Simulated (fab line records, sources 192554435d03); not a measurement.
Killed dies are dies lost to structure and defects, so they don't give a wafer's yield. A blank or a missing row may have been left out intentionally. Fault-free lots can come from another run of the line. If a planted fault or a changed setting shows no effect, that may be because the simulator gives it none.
fab line records	flow n5_finfet
record lots=7	wafers=21
route steps=1938 shown BEOL_M11@1543 BEOL_M12@1637 BEOL_M13@1659 BEOL_M14@1716
start_h: start of the lot's first displayed wafer, in hours after the record's first day	wait_h: hours elapsed since this lot's preceding step	" the same as in the row above	L1.1+2: one row covering several wafers at once	- either no value or no given start	* or withheld: withheld	< > ~ a bound
route shown NAME@n: a module of which the file shows steps, and the number in the route of the first	usual: mean and standard deviation over wafers with no fault	same: alike in all rows	chamber/n: place in a boat	sites: readings site by site	_std_site: how widely they spread, as a standard deviation	_edge_site: inner sites' mean taken away from outer sites' mean	radius_mm: for every site, how far away it sits from the centre of the wafer	mask NAME#n: copy n	behind: the tool/chamber that last shaped the wafer	hold: why the lot went on hold/how many hours it stayed there/how the hold came to an end	device: the n, p or np transistor that did not switch	end of line: at the end of the route, the tests of the same wafers	a step given without rows: its recipe and nothing more	killed: dies that structure and defects cost at the first sort, which is not the same as the wafer's yield	map: shows each die of a wafer: x if killed, . if not, _ if none is there
set.NAME: the setting the step ran with; set.NAME@STEP: the setting that earlier step ran with	model.NAME: the simulator's own value behind a step, which no gauge read
lots where settings were altered on purpose, with a table for each step and a row for each wafer
## steps
# step N5_BEOL_M11_COAT_05
# recipe resist=CAR-ArF	spin_rpm=1500	resist_thk_nm=90
lot.wafer	tool	chamber	start_h	wait_h	set.spin_rpm	model.CAR-ArF_of_BEOL_M11_COAT_05.thk_nm
L074.1+2	litho_track-01	0	-	-	1500	89.8
L074.4	"	0	"	"	1500	89.6
L075.3	litho_track-01	0	-	-	1565	88
L075.4+5	"	0	"	"	1500	89.8
L076.1+4	litho_track-03	0	-	-	1500	89.4
L076.5	"	0	"	"	1634	86
L077.1+3	litho_track-05	0	-	-	1500	90
L077.6	"	0	"	"	1500	90.4
L080.4+5+6	litho_track-01	0	-	-	1500	89.4
L083.1+2	litho_track-03	0	-	-	1581	87.8
L083.6	"	0	"	"	1581	88
L090.4	litho_track-03	0	-	-	1500	90.4
L090.5+6	"	0	"	"	1558	88.6
# step N5_BEOL_M11_EBR_07
# recipe solvent=PGMEA	ebr_width_mm=1.5
# step N5_BEOL_M11_SOFTBAKE_06
# recipe temp_c=110	time_s=60	resist=CAR-ArF
# step N5_BEOL_M11_EXPOSE_08
# recipe mask_id=M11	na=1.35	source_shape=dipole	sigma_inner=0.411	sigma_outer=0.611	polarization=te	dose_mj=53.75
# step N5_BEOL_M11_PEB_09
# recipe peb_temp_c=withheld	peb_time_s=60	resist=CAR-ArF
# step N5_BEOL_M11_DEVELOP_10
# recipe develop_time_s=30	developer=TMAH	resist=CAR-ArF	rinse_liquid=diw	dry=air_spin	dev_temp_c=23
lot.wafer	tool	chamber	start_h	wait_h	set.spin_rpm@BEOL_M11_COAT_05	model.CAR-ArF_of_BEOL_M11_COAT_05.thk_nm
L074.1+2	litho_track-01	0	-	-	1500	88.2
L074.4	"	0	"	"	1500	88
L075.3	litho_track-01	0	-	-	1565	86.4
L075.4+5	"	0	"	"	1500	88
L076.1	litho_track-01	0	-	-	1500	87.6
L076.4	"	0	"	"	1500	87.8
L076.5	"	0	"	"	1634	84.2
L077.1+3	litho_track-05	0	-	-	1500	88.4
L077.6	"	0	"	"	1500	88.8
L080.4	litho_track-01	0	-	-	1500	87.8
L080.5+6	"	0	"	"	1500	87.6
L083.1+2	litho_track-01	0	-	-	1581	86.2
L083.6	"	0	"	"	1581	86.4
L090.4	litho_track-05	0	-	-	1500	88.6
L090.5	"	0	"	"	1558	87
L090.6	"	0	"	"	1558	86.8
# step N5_BEOL_M11_DESCUM_16
# recipe chemistry=O2	time_s=7.9	source_power_w=50	bias_power_w=20	pressure_mtorr=20	rf_frequency_hz=2.712e+07	temp_c=40	resist=CAR-ArF	o2_flow_sccm=225
lot.wafer	tool	chamber	start_h	wait_h	set.spin_rpm@BEOL_M11_COAT_05	model.CAR-ArF_of_BEOL_M11_COAT_05.thk_nm
L074.1	rie_diel-03	0	220.48	0.0	1500	83.4
L074.2+4	"	3,2	"	"	1500	83.2
L075.3	rie_diel-04	2	230.06	0.0	1565	81.4
L075.4+5	"	3,2	"	"	1500	83.2
L076.1	rie_diel-03	0	230.42	0.1	1500	82.8
L076.4	"	2	"	"	1500	83
L076.5	"	2	"	"	1634	79.4
L077.1	rie_diel-03	2	248.01	0.0	1500	83.6
L077.3	"	3	"	"	1500	83.4
L077.6	"	3	"	"	1500	83.8
L080.4	rie_diel-06	0	260.41	0.0	1500	83
L080.5+6	"	1,2	"	"	1500	82.8
L083.1+2	rie_diel-06	2,3	274.41	0.3	1581	81.2
L083.6	"	1	"	"	1581	81.4
L090.4	rie_diel-03	0	321.35	0.0	1500	83.8
L090.5+6	"	3,2	"	"	1558	82
# step N5_BEOL_M11_ETCH_61
# recipe chemistry=CF4	target=SiARC	target_depth_a=390	mask_material=CAR-ArF	time_s=65	ion_energy_ev=80	pressure_mtorr=40	source_w=545	bias_w=36	Ar_flow_sccm=100	cf4_flow_sccm=100	ends=cleared
# step N5_BEOL_M11_ETCH_62
# recipe chemistry=N2/H2	target=SOC	target_depth_a=1100	overetch_a=220	mask_material=SiARC	temp_c=40	time_s=165	ion_energy_ev=200	pressure_mtorr=30	source_w=840	bias_w=150	n2_flow_sccm=200	h2_flow_sccm=200
# step N5_BEOL_M11_STRIP_77
# recipe chemistry=N2/H2	time_s=10	power_w=450	temp_c=40	pressure_mtorr=20	rf_frequency_hz=6e+07	bias_power_w=7	n2_flow_sccm=200	h2_flow_sccm=200
# step N5_BEOL_M11_HM_STRIP_39
# recipe chemistry=peroxide_tin_strip	material=TiN	target_depth_a=250	temp_c=50	time_s=158
lot.wafer	tool	chamber	start_h	wait_h	set.temp_c@BEOL_M11_PECVD_70	model.SiO2_of_BEOL_M11_PECVD_70.thk_nm
L074.1	wet_bench-05	2	222.96	0.0	400	20.2
L074.2	"	1	"	"	400	19.8
L074.4	"	6	"	"	412.6	18.2
L075.3	wet_bench-06	5	231.87	0.0	407.8	19
L075.4	"	0	"	"	400	20
L075.5	"	3	"	"	407.8	19.2
L076.1	wet_bench-05	7	231.94	0.0	408.3	18.4
L076.4+5	"	2,4	"	"	400	20.2
L077.1	wet_bench-02	5	249.53	0.0	400	19.4
L077.3	"	1	"	"	400	19.6
L077.6	"	6	"	"	400	20.4
L080.4	wet_bench-05	5	264.99	0.0	395	20.8
L080.5	"	4	"	"	395	21
L080.6	"	6	"	"	400	20.4
L083.1	wet_bench-05	2	276.43	0.0	400	19.8
L083.2	"	1	"	"	400	20
L083.6	"	7	"	"	400	20.2
L090.4	wet_bench-02	2	323.78	0.0	400	20.2
L090.5	"	7	"	"	384	22.2
L090.6	"	1	"	"	400	20.4
# step N5_BEOL_M12_ETCH_68
# recipe chemistry=N2/H2	target=SOC	mask_material=SiARC	source_w=3000	bias_w=350	temp_c=40	time_s=285	ion_energy_ev=200	pressure_mtorr=30	n2_flow_sccm=200	h2_flow_sccm=200
lot.wafer	tool	chamber	start_h	wait_h	set.time_s	model.SiARC_of_BEOL_M12_COAT_66.thk_nm
L074.1	rie_diel-05	1	229.57	0.1	285	86.2
L074.2	"	2	"	"	320.8	82.4
L074.4	"	3	"	"	320.8	82.2
L075.3	rie_diel-01	3	237.30	0.1	285	86
L075.4	"	0	"	"	285	85.8
L075.5	"	2	"	"	285	86.2
L076.1	rie_diel-02	2	237.50	0.1	285	86.2
L076.4	"	1	"	"	285	86.6
L076.5	"	1	"	"	311.7	84.4
L077.1+3	rie_diel-05	3,2	254.52	0.1	285	85
L077.6	"	1	"	"	285	85.6
L080.4	rie_diel-01	3	269.48	0.1	285	85.2
L080.5	"	2	"	"	321.9	83.2
L080.6	"	1	"	"	285	85.4
L083.1	rie_diel-01	1	281.36	0.1	285	84.8
L083.2	"	3	"	"	234.7	89.6
L083.6	"	0	"	"	285	85.8
L090.4+6	rie_diel-01	2,0	330.00	0.1	285	86.2
L090.5	"	3	"	"	285	85.2
# step N5_BEOL_M13_ILD_DEP_00
# recipe material=SiOC	target_thk_a=8379.2	temp_c=350	precursor=DEMS/O2	pressure_torr=5	rf_w=500	time_s=166.4
lot.wafer	tool	chamber	start_h	wait_h	set.time_s	model.SiOC_of_BEOL_M13_ILD_DEP_00.thk_nm
L074.1	pecvd-04	1	231.65	0.0	166.4	814.6
L074.2	"	2	"	"	166.4	802.8
L074.4	"	1	"	"	166.4	833.4
L076.1	pecvd-02	1	245.43	0.0	166.4	816.6
L076.4	"	1	"	"	166.4	841.4
L076.5	"	2	"	"	166.4	859.8
L075.3	pecvd-01	1	245.99	0.0	166.4	837.8
L075.4	"	2	"	"	166.4	840.6
L075.5	"	0	"	"	141.8	712
L077.1	pecvd-01	0	258.92	0.0	166.4	831.6
L077.3	"	1	"	"	166.4	823
L077.6	"	1	"	"	166.4	829
L080.4	pecvd-04	0	277.27	0.1	166.4	833.4
L080.5	"	1	"	"	166.4	832.2
L080.6	"	2	"	"	166.4	826.2
L083.1	pecvd-02	1	290.38	0.0	185.9	919
L083.2	"	0	"	"	185.9	921.4
L083.6	"	0	"	"	166.4	831.8
L090.4	pecvd-01	0	335.15	0.1	166.4	842.2
L090.5	"	1	"	"	145.2	724.8
L090.6	"	2	"	"	166.4	839.8
# step N5_BEOL_M13_THK_MEAS_01
# recipe reads=SiOC_of_BEOL_M13_ILD_DEP_00
# usual M13_ILD_THK=832/11
lot.wafer	tool	chamber	start_h	wait_h	set.time_s@BEOL_M13_ILD_DEP_00	M13_ILD_THK[nm]
L074.1	film_metro-02	-	231.80	0.1	166.4	815
L074.2	"	-	"	"	166.4	803
L074.4	"	-	"	"	166.4	833
L076.1	film_metro-01	-	245.64	0.2	166.4	817
L076.4	"	-	"	"	166.4	842
L076.5	"	-	"	"	166.4	860
L075.3	film_metro-02	-	246.14	0.1	166.4	837
L075.4	"	-	"	"	166.4	841
L075.5	"	-	"	"	141.8	712
L077.1	film_metro-02	-	259.07	0.1	166.4	832
L077.3	"	-	"	"	166.4	823
L077.6	"	-	"	"	166.4	829
L080.4	film_metro-01	-	277.37	0.0	166.4	833
L080.5	"	-	"	"	166.4	832
L080.6	"	-	"	"	166.4	826
L083.1	film_metro-01	-	290.53	0.1	185.9	919
L083.2	"	-	"	"	185.9	921
L083.6	"	-	"	"	166.4	832
L090.4	film_metro-02	-	335.25	0.0	166.4	843
L090.5	"	-	"	"	145.2	724
L090.6	"	-	"	"	166.4	840
# step N5_BEOL_M13_COAT_58
# recipe resist=BARC	temp_c=205	time_s=60	spin_rpm=1500	resist_thk_nm=89
# step N5_BEOL_M13_COAT_04
# recipe spin_rpm=1625	resist_thk_nm=400
# step N5_BEOL_M13_DESCUM_15
# recipe chemistry=O2	time_s=7.9	source_power_w=50	bias_power_w=20	pressure_mtorr=20	rf_frequency_hz=2.712e+07	temp_c=40	o2_flow_sccm=225
# step N5_BEOL_M13_ETCH_59
# recipe chemistry=N2/H2	target=BARC	target_depth_a=890	overetch_a=267	time_s=67.9	ion_energy_ev=200	pressure_mtorr=30	source_w=840	bias_w=150	n2_flow_sccm=200	h2_flow_sccm=200
# step N5_BEOL_M13_VIA_ETCH_16
# recipe chemistry=C4F8/O2/Ar	target=SiOC	pressure_mtorr=30	source_w=3000	bias_w=700	Ar_flow_sccm=400	C4F8_flow_sccm=15	O2_flow_sccm=8	he_inner_torr=15	he_outer_torr=30	target_depth_a=9217	time_s=withheld	ion_energy_ev=250	ends=cleared
lot.wafer	tool	chamber	start_h	wait_h	set.time_s@BEOL_M13_ILD_DEP_00	model.etch.depth_nm	model.coat_of_BEOL_M13_COAT_04.thk_nm
L074.1	rie_diel-06	3	232.58	0.0	*	814.6	75.6
L074.2	"	0	"	"	*	802.8	79.4
L074.4	"	2	"	"	*	833.4	67.6
L076.1	rie_diel-06	2	246.24	0.0	*	816.6	74.4
L076.4	"	1	"	"	*	841.4	70.6
L076.5	"	1	"	"	*	859.7	64.6
L075.3	rie_diel-04	3	246.74	0.0	*	837.8	73.2
L075.4	"	1	"	"	*	840.7	70.4
L075.5	"	2	"	"	*	712	106.4
L077.1	rie_diel-04	2	259.91	0.0	*	831.7	70.6
L077.3	"	3	"	"	*	823	75.6
L077.6	"	1	"	"	*	829	71.6
L080.4	rie_diel-03	2	277.92	0.0	*	833.5	69.2
L080.5	"	1	"	"	*	832.3	73.6
L080.6	"	0	"	"	*	826.3	70.4
L083.1	rie_diel-03	1	291.15	0.0	*	919.1	46.6
L083.2	"	2	"	"	*	921.4	42.2
L083.6	"	1	"	"	*	831.8	72.8
L090.4	rie_diel-03	3	335.96	0.1	*	842.3	66.6
L090.5	"	0	"	"	*	724.8	100.2
L090.6	"	2	"	"	*	839.8	65.8
# step N5_BEOL_M13_STRIP_63
# recipe chemistry=N2/H2	power_w=1000	temp_c=250	h2_frac=0.65	overash_fraction=0.3	pressure_mtorr=1000	n2_flow_sccm=1750	h2_flow_sccm=3250
# usual strip_time_to_endpoint_s=28.0/1.1
lot.wafer	tool	chamber	start_h	wait_h	set.time_s@BEOL_M13_ILD_DEP_00	strip_time_to_endpoint_s
L074.1	plasma_asher-02	1	232.82	-	166.4	29.3
L074.2	"	0	"	"	166.4	30.4
L074.4	"	0	"	"	166.4	27.0
L076.1	plasma_asher-02	0	246.48	-	166.4	28.9
L076.4	"	1	"	"	166.4	27.8
L076.5	"	0	"	"	166.4	26.0
L075.3	plasma_asher-02	0	247.00	-	166.4	28.6
L075.4	"	1	"	"	166.4	27.8
L075.5	"	1	"	"	141.8	38.0
L077.1	plasma_asher-01	1	260.15	-	166.4	27.9
L077.3	"	1	"	"	166.4	29.3
L077.6	"	0	"	"	166.4	28.1
L080.4	plasma_asher-01	0	278.17	-	166.4	27.4
L080.5	"	0	"	"	166.4	28.7
L080.6	"	1	"	"	166.4	27.8
L083.1	plasma_asher-02	0	291.39	-	185.9	20.6
L083.2	"	1	"	"	185.9	19.1
L083.6	"	1	"	"	166.4	28.5
L090.4	plasma_asher-02	0	336.11	-	166.4	26.7
L090.5	"	1	"	"	145.2	36.3
L090.6	"	0	"	"	166.4	26.4
# step N5_BEOL_M14_ILD_DEP_00
# recipe material=SiO2	target_thk_a=11193	temp_c=400	precursor=TEOS/O2	pressure_torr=6.5	rf_w=900	teos_flow_sccm=161.4	gas=O2	flow_sccm=2650	time_s=237.4
lot.wafer	tool	chamber	start_h	wait_h	set.time_s	model.SiO2_of_BEOL_M14_ILD_DEP_00.thk_nm
L074.1	pecvd-01	2	236.26	0.0	257.6	1201
L074.2	"	0	"	"	257.6	1192
L074.4	"	1	"	"	237.4	1135
L076.1	pecvd-03	1	250.44	0.0	237.4	1109
L076.4	"	1	"	"	237.4	1115
L076.5	"	2	"	"	237.4	1099
L075.3	pecvd-03	1	250.98	0.0	265.7	1241
L075.4	"	1	"	"	237.4	1124
L075.5	"	0	"	"	265.7	1282
L077.1	pecvd-03	1	267.32	0.0	237.4	1102
L077.3	"	0	"	"	237.4	1093
L077.6	"	1	"	"	237.4	1117
L080.4	pecvd-02	2	290.16	0.1	216.5	1044
L080.5	"	0	"	"	237.4	1151
L080.6	"	1	"	"	237.4	1135
L083.1	pecvd-01	2	294.88	0.0	257.2	1206
L083.2	"	0	"	"	237.4	1113
L083.6	"	0	"	"	257.2	1224
L090.4	pecvd-01	0	339.82	0.1	223.9	1054
L090.5	"	2	"	"	237.4	1128
L090.6	"	1	"	"	223.9	1065
# step N5_BEOL_M14_THK_MEAS_01
# recipe reads=SiO2_of_BEOL_M14_ILD_DEP_00
# usual M14_ILD_THK=1120/17
lot.wafer	tool	chamber	start_h	wait_h	set.time_s@BEOL_M14_ILD_DEP_00	M14_ILD_THK[nm]
L074.1	film_metro-01	-	236.45	0.1	257.6	1201
L074.2	"	-	"	"	257.6	1191
L074.4	"	-	"	"	237.4	1136
L076.1	film_metro-02	-	250.63	0.1	237.4	1109
L076.4	"	-	"	"	237.4	1114
L076.5	"	-	"	"	237.4	1100
L075.3	film_metro-01	-	251.18	0.1	265.7	1241
L075.4	"	-	"	"	237.4	1125
L075.5	"	-	"	"	265.7	1284
L077.1	film_metro-01	-	267.51	0.1	237.4	1102
L077.3	"	-	"	"	237.4	1092
L077.6	"	-	"	"	237.4	1117
L080.4	film_metro-01	-	290.28	0.0	216.5	1044
L080.5	"	-	"	"	237.4	1151
L080.6	"	-	"	"	237.4	1135
L083.1	film_metro-01	-	295.09	0.1	257.2	1206
L083.2	"	-	"	"	237.4	1114
L083.6	"	-	"	"	257.2	1223
L090.4	film_metro-02	-	339.94	0.0	223.9	1053
L090.5	"	-	"	"	237.4	1128
L090.6	"	-	"	"	223.9	1066
# step N5_BEOL_M14_COAT_58
# recipe resist=BARC	temp_c=205	time_s=60	spin_rpm=1500	resist_thk_nm=89
# step N5_BEOL_M14_COAT_04
# recipe spin_rpm=1704	resist_thk_nm=800
# step N5_BEOL_M14_DESCUM_15
# recipe chemistry=O2	time_s=7.9	source_power_w=50	bias_power_w=20	pressure_mtorr=20	rf_frequency_hz=2.712e+07	temp_c=40	o2_flow_sccm=225
# step N5_BEOL_M14_ETCH_59
# recipe chemistry=N2/H2	target=BARC	target_depth_a=890	overetch_a=267	time_s=67.9	ion_energy_ev=200	pressure_mtorr=30	source_w=840	bias_w=150	n2_flow_sccm=200	h2_flow_sccm=200
# step N5_BEOL_M14_VIA_ETCH_16
# recipe chemistry=C4F8/O2/Ar	target=SiO2	he_inner_torr=15	he_outer_torr=30	target_depth_a=12313	time_s=withheld	ion_energy_ev=800	pressure_mtorr=20	source_w=1905	bias_w=2040	Ar_flow_sccm=400	C4F8_flow_sccm=16	O2_flow_sccm=12	ends=cleared
lot.wafer	tool	chamber	start_h	wait_h	set.time_s@BEOL_M14_ILD_DEP_00	model.etch.depth_nm	model.coat_of_BEOL_M14_COAT_04.thk_nm
L074.1	rie_diel-02	1	237.05	0.0	*	1201	441.8
L074.2	"	3	"	"	*	1192	440.8
L074.4	"	2	"	"	*	1135	453.6
L076.1	rie_diel-05	1	251.24	0.0	*	1109	451.6
L076.4	"	2	"	"	*	1115	450.6
L076.5	"	2	"	"	*	1099	454.8
L075.3	rie_diel-02	0	251.78	0.0	*	1241	421.6
L075.4	"	3	"	"	*	1124	449.6
L075.5	"	0	"	"	*	1282	409.8
L077.1	rie_diel-01	0	268.12	0.0	*	1102	464.8
L077.3	"	1	"	"	*	1093	454.4
L077.6	"	2	"	"	*	1117	458.4
L080.4	rie_diel-01	1	290.88	0.0	*	1044	464.2
L080.5	"	0	"	"	*	1151	452
L080.6	"	3	"	"	*	1135	451.4
L083.1	rie_diel-02	0	295.57	0.0	*	1206	424.8
L083.2	"	1	"	"	*	1113	456
L083.6	"	3	"	"	*	1224	426.4
L090.4	rie_diel-01	1	340.47	0.0	*	1054	457
L090.5	"	0	"	"	*	1128	451.2
L090.6	"	1	"	"	*	1065	454.4
## key
split step=N5_BEOL_M11_COAT_05	setting=spin_rpm	stated=1500	by=wafer
response step=N5_BEOL_M11_COAT_05	reading=model.CAR-ArF_of_BEOL_M11_COAT_05.thk_nm	change=-0.398	per=1%	r=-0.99
response step=N5_BEOL_M11_DEVELOP_10	reading=model.CAR-ArF_of_BEOL_M11_COAT_05.thk_nm	change=-0.394	per=1%	r=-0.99
response step=N5_BEOL_M11_DESCUM_16	reading=model.CAR-ArF_of_BEOL_M11_COAT_05.thk_nm	change=-0.405	per=1%	r=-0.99
split step=N5_BEOL_M12_ETCH_68	setting=time_s	stated=285	by=wafer
response step=N5_BEOL_M12_ETCH_68	reading=model.SiARC_of_BEOL_M12_COAT_66.thk_nm	change=-0.236	per=1%	r=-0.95
split step=N5_BEOL_M13_ILD_DEP_00	setting=time_s	stated=166.4	by=wafer
response step=N5_BEOL_M13_ILD_DEP_00	reading=model.SiOC_of_BEOL_M13_ILD_DEP_00.thk_nm	change=+8.48	per=1%	r=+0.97
response step=N5_BEOL_M13_THK_MEAS_01	reading=M13_ILD_THK	change=+8.51	per=1%	r=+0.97
response step=N5_BEOL_M13_VIA_ETCH_16	reading=model.etch.depth_nm	change=+8.49	per=1%	r=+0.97
response step=N5_BEOL_M13_VIA_ETCH_16	reading=model.coat_of_BEOL_M13_COAT_04.thk_nm	change=-2.47	per=1%	r=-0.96
response step=N5_BEOL_M13_STRIP_63	reading=strip_time_to_endpoint_s	change=*	per=1%	r=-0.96
split step=N5_BEOL_M14_ILD_DEP_00	setting=time_s	stated=237.4	by=wafer
response step=N5_BEOL_M14_ILD_DEP_00	reading=model.SiO2_of_BEOL_M14_ILD_DEP_00.thk_nm	change=+10.8	per=1%	r=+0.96
response step=N5_BEOL_M14_THK_MEAS_01	reading=M14_ILD_THK	change=+10.8	per=1%	r=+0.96
response step=N5_BEOL_M14_VIA_ETCH_16	reading=model.etch.depth_nm	change=+10.8	per=1%	r=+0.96
response step=N5_BEOL_M14_VIA_ETCH_16	reading=model.coat_of_BEOL_M14_COAT_04.thk_nm	change=-2.28	per=1%	r=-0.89
split outside_this_file step=N5_BEOL_M11_PECVD_70 setting=temp_c
# split outside_this_file: this setting was split too, and the file shows its column; the key of that split is in another file
